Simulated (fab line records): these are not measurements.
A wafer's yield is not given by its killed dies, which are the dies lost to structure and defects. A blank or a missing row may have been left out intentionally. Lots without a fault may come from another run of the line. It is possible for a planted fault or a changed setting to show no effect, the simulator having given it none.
Comparing a struck lot with a sound one    flow nand-harc    28 out of 1159 route steps
Sound: wafers L463.1, L463.2, L463.5. Struck: wafers L466.3, L466.5, L466.6. The cause comes at the end.
At each step with rows: each side's tool, then ch and its chambers, then its first start. Under that, the readings that differ: sound wafers    struck wafers    difference of the means    sigmas: that difference in standard deviations of wafers without a fault.
alike: readings whose means differ by less than 2 such deviations, and words and numbers that are the same on both sides. not compared: withheld readings, readings that some wafer has no value for, bounds like >300 that may hide the same value, and numbers for which the record gives no deviation and whose values overlap.
A row with sigmas, a row that says differs or no value, or rows on one side alone: a step with any of these is where the two part. When numbers do not overlap yet have no deviation, they are printed without sigmas and do not part them. A reading missing from all wafers of one side parts the sides only when that side holds two or more wafers.

first, 1 step without rows for these wafers: NHARC_P_ZERO_WELL_HARDBAKE_53 (time 80 s).
NHARC_P_ZERO_WELL_DESCUM_54: chemistry O2, time 3 s.
  sound on rie-diel-08 ch 1,2,3, day 2 23:54; struck on rie-diel-01 ch 0,2,3, day 3 17:50
  alike: drypump-motor-current-A, oes-product-au, rf-vpp-V, showerhead-plenum-p-Torr, throttle-valve-pct
  not compared: rf-hours-counter-h
then, 5 steps without rows for these wafers: NHARC_P_ZERO_WELL_IMPLANT_55; NHARC_P_ZERO_WELL_IMPLANT_61; NHARC_P_ZERO_WELL_STRIP_56 (strips in SPM, time 840 s); NHARC_P_ZERO_WELL_PRECLEAN_68 (cleans in SC1, time 60 s); NHARC_P_ZERO_WELL_SRD_69.
NHARC_P_ZERO_WELL_RTA_42: time 300 s.
  sound on rtp-anneal-01 ch 0, day 3 00:55; struck on rtp-anneal-01 ch 0, day 3 19:09
  alike: anneal-temp-c-max, lamp-power-pct, wafer_temp_C_max
NHARC_P_ZERO_WELL_INSPECT_43:
  sound: defect-inspect-01 at day 3 01:35; struck: defect-inspect-02 at day 3 19:37
  alike: raw-defect-count
then, 3 steps without rows for these wafers: NHARC_P_STI_ETCH_26 (etches SiO2 in dHF, target depth 11 nm); NHARC_P_STI_PRECLEAN_27 (cleans in SC1); NHARC_P_STI_SRD_28.
NHARC_P_STI_OXIDE_29: material SiO2, target thk 10 nm, ox time 1362 s.
  sound on furnace-03 ch 0, day 3 06:43; struck on furnace-05 ch 0, day 4 00:01
reading             sound              struck             difference  sigmas
spike-tc-top-C (C)  914.5 914.5 914.4  908.3 907.5 910.0  -5.9        -3
  alike: spike-tc-lower-C, zone-power-centre-pct
then, 10 steps without rows for these wafers: NHARC_P_STI_HM_DEP_30 (deposits Si3N4, target thk 80 nm, time 873 s); NHARC_P_STI_DEHYDRATE_01 (time 120 s); NHARC_P_STI_HMDS_02 (time 30 s); NHARC_P_STI_COAT_41 (time 65 s); NHARC_P_STI_COAT_03 (resist thk 600 nm); NHARC_P_STI_SOFTBAKE_04 (time 70 s); NHARC_P_STI_EBR_05; NHARC_P_STI_EXPOSE_06 (exposes mask P STI, target cd 200 nm); NHARC_P_STI_PEB_07 (peb time 80 s); NHARC_P_STI_DEVELOP_08 (time 50 s).
NHARC_P_STI_CD_MEAS_09: the cd target is 200 nm.
  sound on cd-sem-03 ch 0, day 3 18:05; struck on cd-sem-03 ch 0, day 4 11:22
  alike: cd-nm
NHARC_P_STI_OVL_MEAS_10:
  sound: overlay-01 at day 3 18:11; struck: overlay-01 at day 4 11:28
  alike: overlay-x-nm, overlay-y-nm
NHARC_P_STI_INSPECT_11:
  sound: defect-inspect-01 at day 3 18:13; struck: defect-inspect-02 at day 4 11:29
reading           sound   struck       difference  sigmas
raw-defect-count  10 9 8  788 746 773  +760        +99 or more
then, 1 step without rows for these wafers: NHARC_P_STI_HARDBAKE_13 (time 65 s).
-- the record jumps here: 17 days lie between the struck wafers' starts before and after (it left off in module P_STI and takes up again in module END, whose first step shown is number 1159 of the route) --
NHARC_END_SORT_01:
  at this point the record logs the struck wafers (prober-02 ch 0, day 21 16:59) and has no rows for the sound ones

== WHERE THEY PART ==
Earliest at NHARC_P_STI_OXIDE_29; latest, in this record, at NHARC_END_SORT_01.

WHY: whatever the simulator had introduced
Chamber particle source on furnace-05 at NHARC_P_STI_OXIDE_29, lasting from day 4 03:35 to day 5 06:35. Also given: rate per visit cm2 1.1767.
